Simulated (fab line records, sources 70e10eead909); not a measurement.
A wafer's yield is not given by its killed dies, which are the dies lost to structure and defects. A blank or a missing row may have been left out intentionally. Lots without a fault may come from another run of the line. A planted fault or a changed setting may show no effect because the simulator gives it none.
Matching of chambers || flow nand-harc || NHARC_A_WL_FILL_STRIP_29 on rie-diel-10 has 4 sister chambers
The step strips in O2, time 20 s. 14 wafers are shown with their chamber, then 7 later ones without.

WAFERS WITH THEIR CHAMBER
{"wafer": "L074.2", "chamber": 0, "drypump-motor-current-A (A)": 5.9, "oes-product-au (a.u.)": 1.008, "throttle-valve-pct (%)": 17.032}
{"wafer": "L074.3", "chamber": 2, "drypump-motor-current-A (A)": 5.5, "oes-product-au (a.u.)": 0.995, "throttle-valve-pct (%)": 17.031}
{"wafer": "L074.5", "chamber": 2, "drypump-motor-current-A (A)": 5.5, "oes-product-au (a.u.)": 1.007, "throttle-valve-pct (%)": 17.052}
{"wafer": "L079.1", "chamber": 3, "drypump-motor-current-A (A)": 6.2, "oes-product-au (a.u.)": 0.999, "throttle-valve-pct (%)": 17.034}
{"wafer": "L079.3", "chamber": 2, "drypump-motor-current-A (A)": 5.4, "oes-product-au (a.u.)": 1.003, "throttle-valve-pct (%)": 17.029}
{"wafer": "L079.6", "chamber": 0, "drypump-motor-current-A (A)": 5.9, "oes-product-au (a.u.)": 1.004, "throttle-valve-pct (%)": 17.038}
{"wafer": "L085.2", "chamber": 2, "drypump-motor-current-A (A)": 5.4, "oes-product-au (a.u.)": 0.999, "throttle-valve-pct (%)": 17.047}
{"wafer": "L085.3", "chamber": 1, "drypump-motor-current-A (A)": 6.8, "oes-product-au (a.u.)": 1.000, "throttle-valve-pct (%)": 17.039}
{"wafer": "L085.4", "chamber": 0, "drypump-motor-current-A (A)": 5.9, "oes-product-au (a.u.)": 1.013, "throttle-valve-pct (%)": 17.032}
{"wafer": "L080.2", "chamber": 1, "drypump-motor-current-A (A)": 6.8, "oes-product-au (a.u.)": 1.006, "throttle-valve-pct (%)": 17.032}
{"wafer": "L080.3", "chamber": 0, "drypump-motor-current-A (A)": 5.9, "oes-product-au (a.u.)": 1.016, "throttle-valve-pct (%)": 17.019}
{"wafer": "L080.4", "chamber": 3, "drypump-motor-current-A (A)": 6.2, "oes-product-au (a.u.)": 0.992, "throttle-valve-pct (%)": 17.031}
{"wafer": "L087.1", "chamber": 0, "drypump-motor-current-A (A)": 5.9, "oes-product-au (a.u.)": 1.018, "throttle-valve-pct (%)": 17.033}
{"wafer": "L087.4", "chamber": 3, "drypump-motor-current-A (A)": 6.3, "oes-product-au (a.u.)": 0.993, "throttle-valve-pct (%)": 17.027}

SIGNATURES (averages over the wafers above)
{"reading": "drypump-motor-current-A", "chamber 0": 5.900, "chamber 1": 6.800, "chamber 2": 5.450, "chamber 3": 6.233, "scatter within a chamber": 0.0408}
{"reading": "oes-product-au", "chamber 0": 1.01180, "chamber 1": 1.00300, "chamber 2": 1.00100, "chamber 3": 0.99467, "scatter within a chamber": 0.00509}
{"reading": "throttle-valve-pct", "chamber 0": 17.03080, "chamber 1": 17.03550, "chamber 2": 17.03975, "chamber 3": 17.03067, "scatter within a chamber": 0.00802}
Rule: a wafer lies at a distance from a chamber equal to the root of the sum of squares, over the readings, of (its reading less the chamber's mean, divided by the reading's scatter). The wafer belongs to the nearest chamber; if the next one is less than 2 further off, it can't be placed. How the scatter is found: for the shown wafers, subtract from each reading the mean of its chamber, square and add these, divide the total by (wafers less chambers), then take the root.

WAFERS WITHOUT THEIR CHAMBER
{"wafer": "L087.5", "drypump-motor-current-A (A)": 6.3, "oes-product-au (a.u.)": 0.994, "throttle-valve-pct (%)": 17.036}
{"wafer": "L089.3", "drypump-motor-current-A (A)": 6.2, "oes-product-au (a.u.)": 0.984, "throttle-valve-pct (%)": 17.044}
{"wafer": "L089.4", "drypump-motor-current-A (A)": 6.8, "oes-product-au (a.u.)": 1.005, "throttle-valve-pct (%)": 17.038}
{"wafer": "L089.5", "drypump-motor-current-A (A)": 6.3, "oes-product-au (a.u.)": 1.000, "throttle-valve-pct (%)": 17.032}
{"wafer": "L094.2", "drypump-motor-current-A (A)": 5.4, "oes-product-au (a.u.)": 1.016, "throttle-valve-pct (%)": 17.042}
{"wafer": "L094.3", "drypump-motor-current-A (A)": 6.3, "oes-product-au (a.u.)": 0.987, "throttle-valve-pct (%)": 17.032}
{"wafer": "L094.4", "drypump-motor-current-A (A)": 6.7, "oes-product-au (a.u.)": 0.996, "throttle-valve-pct (%)": 17.039}

WHICH CHAMBER EACH WENT THROUGH
{"wafer": "L087.5", "from the rows above": 3, "in truth": 3}
{"wafer": "L089.3", "from the rows above": 3, "in truth": 3}
{"wafer": "L089.4", "from the rows above": 1, "in truth": 1}
{"wafer": "L089.5", "from the rows above": 3, "in truth": 3}
{"wafer": "L094.2", "from the rows above": 2, "in truth": 2}
{"wafer": "L094.3", "from the rows above": 3, "in truth": 3}
{"wafer": "L094.4", "from the rows above": 1, "in truth": 1}
Correct placement for 7 of the 7. Can't be placed from these rows: 0. Wrongly placed: 0.
